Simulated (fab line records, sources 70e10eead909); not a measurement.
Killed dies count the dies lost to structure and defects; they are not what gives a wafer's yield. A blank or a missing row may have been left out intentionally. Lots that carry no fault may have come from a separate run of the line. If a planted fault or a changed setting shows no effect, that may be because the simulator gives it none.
The tool behind it: which one? || flow nand harc || 11 lots with 33 wafers sampled at 5 steps, on a route of 1159 steps

== WHAT THE GAUGES READ, wafer by wafer ==
NHARC_P_BONDPAD_THK_MEAS_20: measures by xrf.
{"lot": "L870", "measured": "day 7 05:00", "on": "film metro-01", "thk nm (nm)": "161.4 162.7 160.3"}
{"lot": "L872", "measured": "day 7 11:02", "on": "film metro-02", "thk nm (nm)": "158.7 162.1 161.6"}
{"lot": "L875", "measured": "day 8 15:56", "on": "film metro-02", "thk nm (nm)": "163.2 162.0 163.5"}
{"lot": "L876", "measured": "day 8 17:12", "on": "film metro-01", "thk nm (nm)": "165.2 162.8 164.4"}
{"lot": "L879", "measured": "day 9 20:26", "on": "film metro-02", "thk nm (nm)": "159.8 162.7 159.9"}
{"lot": "L880", "measured": "day 10 03:01", "on": "film metro-01", "thk nm (nm)": "402.3 401.0 390.3"}
{"lot": "L883", "measured": "day 10 11:25", "on": "film metro-01", "thk nm (nm)": "394.9 402.2 400.8"}
{"lot": "L884", "measured": "day 10 16:23", "on": "film metro-02", "thk nm (nm)": "401.4 405.6 402.7"}
{"lot": "L888", "measured": "day 11 16:44", "on": "film metro-02", "thk nm (nm)": "161.4 159.3 160.6"}
{"lot": "L889", "measured": "day 11 16:59", "on": "film metro-02", "thk nm (nm)": "160.0 159.4 162.1"}
{"lot": "L890", "measured": "day 12 09:30", "on": "film metro-02", "thk nm (nm)": "159.6 162.9 159.9"}

== WHICH TOOL RAN EACH LOT (tool, then ch and the chambers of the sampled wafers, then the start) ==
{"lot": "L870", "NHARC_P_BONDPAD_DEP_00": "pecvd-02 ch 1,2, day 7 01:00", "NHARC_P_BONDPAD_CMP_32": "cmp-02 ch 0,1,3, day 7 01:29", "NHARC_P_BONDPAD_DESCUM_11": "rie diel-08 ch 0,2,3, day 7 02:37", "NHARC_P_BONDPAD_CMP_19": "cmp-04 ch 0,1,2, day 7 04:40"}
{"lot": "L872", "NHARC_P_BONDPAD_DEP_00": "pecvd-01 ch 0,1,2, day 7 07:19", "NHARC_P_BONDPAD_CMP_32": "cmp-01 ch 0,3, day 7 07:39", "NHARC_P_BONDPAD_DESCUM_11": "rie diel-06 ch 0,2,3, day 7 08:41", "NHARC_P_BONDPAD_CMP_19": "cmp-02 ch 0,3, day 7 10:43"}
{"lot": "L875", "NHARC_P_BONDPAD_DEP_00": "pecvd-04 ch 0,1,2, day 8 12:10", "NHARC_P_BONDPAD_CMP_32": "cmp-02 ch 1,3, day 8 12:35", "NHARC_P_BONDPAD_DESCUM_11": "rie diel-06 ch 0,2, day 8 13:37", "NHARC_P_BONDPAD_CMP_19": "cmp-01 ch 0,1, day 8 15:39"}
{"lot": "L876", "NHARC_P_BONDPAD_DEP_00": "pecvd-02 ch 0,2, day 8 13:26", "NHARC_P_BONDPAD_CMP_32": "cmp-02 ch 0,1,2, day 8 13:53", "NHARC_P_BONDPAD_DESCUM_11": "rie diel-06 ch 1,3, day 8 14:52", "NHARC_P_BONDPAD_CMP_19": "cmp-02 ch 0,1,2, day 8 16:54"}
{"lot": "L879", "NHARC_P_BONDPAD_DEP_00": "pecvd-01 ch 0,1,2, day 9 17:11 or earlier", "NHARC_P_BONDPAD_CMP_32": "cmp-04 ch 0,2,3, day 9 17:11", "NHARC_P_BONDPAD_DESCUM_11": "rie diel-06 ch 0,2,3, day 9 18:04", "NHARC_P_BONDPAD_CMP_19": "cmp-04 ch 0,1,2, day 9 20:08"}
{"lot": "L880", "NHARC_P_BONDPAD_DEP_00": "pecvd-04 ch 0,1, day 9 23:24 or earlier", "NHARC_P_BONDPAD_CMP_32": "cmp-02 ch 0,1,2, day 9 23:24", "NHARC_P_BONDPAD_DESCUM_11": "rie diel-06 ch 0,2,3, day 10 00:31", "NHARC_P_BONDPAD_CMP_19": "cmp-04 ch 2,3, day 10 02:41"}
{"lot": "L883", "NHARC_P_BONDPAD_DEP_00": "pecvd-01 ch 0,2, day 10 07:40", "NHARC_P_BONDPAD_CMP_32": "cmp-04 ch 0,3, day 10 08:04", "NHARC_P_BONDPAD_DESCUM_11": "rie diel-06 ch 0,1, day 10 09:04", "NHARC_P_BONDPAD_CMP_19": "cmp-04 ch 1,2,3, day 10 11:05"}
{"lot": "L884", "NHARC_P_BONDPAD_DEP_00": "pecvd-04 ch 0,1,2, day 10 13:02 or earlier", "NHARC_P_BONDPAD_CMP_32": "cmp-04 ch 0,1,3, day 10 13:02", "NHARC_P_BONDPAD_DESCUM_11": "rie diel-01 ch 0,1,2, day 10 13:56", "NHARC_P_BONDPAD_CMP_19": "cmp-04 ch 0,2,3, day 10 16:05"}
{"lot": "L888", "NHARC_P_BONDPAD_DEP_00": "pecvd-01 ch 0,1, day 11 12:57", "NHARC_P_BONDPAD_CMP_32": "cmp-02 ch 0,1,2, day 11 13:20", "NHARC_P_BONDPAD_DESCUM_11": "rie diel-08 ch 1,2, day 11 14:20", "NHARC_P_BONDPAD_CMP_19": "cmp-01 ch 0,2, day 11 16:26"}
{"lot": "L889", "NHARC_P_BONDPAD_DEP_00": "pecvd-04 ch 0,1,2, day 11 13:14", "NHARC_P_BONDPAD_CMP_32": "cmp-01 ch 0,1,2, day 11 13:39", "NHARC_P_BONDPAD_DESCUM_11": "rie diel-06 ch 0,1,2, day 11 14:33", "NHARC_P_BONDPAD_CMP_19": "cmp-02 ch 1,2,3, day 11 16:40"}
{"lot": "L890", "NHARC_P_BONDPAD_DEP_00": "pecvd-02 ch 0,1,2, day 12 05:53", "NHARC_P_BONDPAD_CMP_32": "cmp-02 ch 0,1,3, day 12 06:16", "NHARC_P_BONDPAD_DESCUM_11": "rie diel-08 ch 2,3, day 12 07:09", "NHARC_P_BONDPAD_CMP_19": "cmp-04 ch 0,2, day 12 09:12"}
- NHARC_P_BONDPAD_DEP_00: deposits SiCN, target thk 250 nm.
- NHARC_P_BONDPAD_CMP_32: polishes SiCN, target thk 200 nm.
- NHARC_P_BONDPAD_DESCUM_11: chemistry O2, time 3 s.
- NHARC_P_BONDPAD_CMP_19: polishes, t overpolish 30 s, cu recess touch 16 s, target thk 160.81 nm.

== THE ANSWER, worked out from the rows above alone ==
Rule: usual is defined by the lots themselves. The widest of any qualifying gaps counts: lots, ordered by their means at a reading, are off when they make up no more than a third of the lots, leave a main group of 4 or more, and stand apart from it by 3 or more times the standard deviation of that group's means. A main group whose means are all the same, to the digits that the tables above print for the reading, isn't used. Also off: a lot with no number at a reading for which 4 or more lots have one. The other lots that the step has rows for count as sound.
Off: L880, L883, L884 (NHARC_P_BONDPAD_THK_MEAS_20, thk nm). The main group has a mean of 161.5 nm with a standard deviation of 1.2.
If a tool, at a process step before that reading, ran all the lots that are off and no sound lot after the first of them, it fits. The gauges at NHARC_P_BONDPAD_THK_MEAS_20 are tried like those tools. NHARC_P_BONDPAD_DEP_00: start missing for some lots; hours and lot order therefore follow NHARC_P_BONDPAD_CMP_32. Of those tried, none fits.

== WHAT THE SIMULATOR PUT IN ==
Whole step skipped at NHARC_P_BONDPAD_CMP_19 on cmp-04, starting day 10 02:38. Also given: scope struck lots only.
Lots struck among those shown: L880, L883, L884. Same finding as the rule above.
